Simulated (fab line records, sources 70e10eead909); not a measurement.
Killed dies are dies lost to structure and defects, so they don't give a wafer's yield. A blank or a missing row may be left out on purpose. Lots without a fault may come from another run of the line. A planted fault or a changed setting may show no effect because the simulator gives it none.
A struck lot beside a sound one | flow nand_harc | 14 steps out of a route of 1302
Sound: wafers L278.1, L278.3, L278.6. Struck: wafer L293.4. (L293.1, L293.3 of the same lot were not struck and are left out.) The cause comes at the end.
At each step with rows: each side's tool, then ch and its chambers, then its first start. Under that, the readings that differ: sound wafers | struck wafers | difference of the means | sigmas: that difference in standard deviations of wafers without a fault.
alike: readings whose means differ by less than 2 such deviations, and words and numbers that are the same on both sides. not compared: withheld readings, readings that some wafer has no value for, bounds like >300 that may hide the same value, and numbers for which the record gives no deviation and whose values overlap.
The two part at a step that has a row with sigmas, a row that says differs or no value, or rows on one side only. Numbers that don't overlap but have no deviation are shown without sigmas and don't part them. A reading that every wafer of one side lacks parts them only if that side has two wafers or more.

first, 1 step without rows for these wafers: NHARC_A_ONON_D1_DEP_06 (target thk 1000 nm).
NHARC_A_ONON_D1_THK_MEAS_08: measures by ellipsometry.
  sound on film_metro-01, day 8 18:58; struck on film_metro-01, day 15 08:29
  alike: thk_nm
then, 1 step without rows for these wafers: NHARC_A_ONON_D1_DEP_09 (target thk 1000 nm).
NHARC_A_ONON_D1_THK_MEAS_11: measures by ellipsometry.
  sound on film_metro-02, day 8 19:32; struck on film_metro-01, day 15 09:03
  alike: thk_nm
then, 1 step without rows for these wafers: NHARC_A_ONON_D1_DEP_12 (target thk 1000 nm).
NHARC_A_ONON_D1_THK_MEAS_14: measures by ellipsometry.
  sound on film_metro-02, day 8 20:07; struck on film_metro-02, day 15 09:37
  alike: thk_nm
then, 2 steps without rows for these wafers: NHARC_A_ONON_D1_ANNEAL_15 (time 3600 s); NHARC_A_ONON_D1_DEP_16 (target thk 1000 nm).
NHARC_A_ONON_D1_THK_MEAS_18: measures by ellipsometry.
  sound on film_metro-02, day 9 03:46; struck on film_metro-01, day 15 21:26
  alike: thk_nm
then, 1 step without rows for these wafers: NHARC_A_ONON_D1_DEP_19 (target thk 1000 nm).
NHARC_A_ONON_D1_THK_MEAS_21: measures by ellipsometry.
  sound on film_metro-02, day 9 04:19; struck on film_metro-02, day 15 21:59
  alike: thk_nm
NHARC_A_ONON_D1_DEP_22: target thk 1000 nm.
  sound on pecvd_onon-01 ch 0, day 9 04:23; struck on pecvd_onon-01 ch 0, day 15 22:03
  alike: n2o_flow_sccm
NHARC_A_ONON_D1_THK_MEAS_24: measures by ellipsometry.
  sound on film_metro-01, day 9 04:53; struck on film_metro-02, day 15 22:34
  reading     | sound          | struck | difference | sigmas
  thk_nm (nm) | 1002 1002 1003 | 1194   | +192       | +21
then, 1 step without rows for these wafers: NHARC_A_ONON_D1_DEP_25 (target thk 1000 nm).

WHERE THEY PART
Only at NHARC_A_ONON_D1_THK_MEAS_24, within this record.

WHY: what the simulator had put in
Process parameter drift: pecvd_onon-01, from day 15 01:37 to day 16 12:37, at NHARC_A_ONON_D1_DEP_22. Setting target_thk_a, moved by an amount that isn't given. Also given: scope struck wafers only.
